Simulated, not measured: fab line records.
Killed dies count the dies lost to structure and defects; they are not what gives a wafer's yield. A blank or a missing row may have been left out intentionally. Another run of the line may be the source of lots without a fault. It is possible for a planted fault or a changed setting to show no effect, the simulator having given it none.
Matching of chambers -- flow nand harc -- rie diel-10 running NHARC_A_STAIRCASE_ETCH_271: 4 sister chambers
The step etches the open film in CF4/CHF3. 4 wafers are shown with their chamber, then 9 later ones without.

WAFERS WITH THEIR CHAMBER
wafer,chamber,showerhead plenum p Torr (Torr)
L081.5,3,1.59
L091.2,1,1.67
L091.3,2,1.68
L091.4,0,1.68

WAFERS WITH NO CHAMBER GIVEN
wafer,showerhead plenum p Torr (Torr)
L092.2,1.68
L092.4,1.68
L092.6,1.68
L095.1,1.66
L095.2,1.68
L095.6,1.66
L096.1,1.68
L096.4,1.66
L096.6,1.66

THE CHAMBER EACH PASSED THROUGH
wafer,from the rows above,in truth
L092.2,can't be placed: 0 or 2 or 1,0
L092.4,can't be placed: 0 or 2 or 1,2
L092.6,can't be placed: 0 or 2 or 1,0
L095.1,can't be placed: 1 or 0 or 2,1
L095.2,can't be placed: 0 or 2 or 1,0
L095.6,can't be placed: 1 or 0 or 2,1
L096.1,can't be placed: 0 or 2 or 1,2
L096.4,can't be placed: 1 or 0 or 2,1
L096.6,can't be placed: 1 or 0 or 2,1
0 of 9 placed correctly. These rows do not allow placing 9 (true chamber among the candidates in 9). Number placed wrongly: 0.
How it was worked out, from the rows above alone: a wafer's distance from a chamber is the root of the sum, over the readings, of the square of ((its reading less the chamber's mean) divided by the reading's scatter). The wafer belongs to the nearest chamber; if the next one is less than 2 further off, it can't be placed. The mean given for a chamber averages the wafers shown for that chamber. The scatter: with one shown wafer a chamber, the root of the mean of the squares of how far each hidden wafer lies from its nearest shown one.
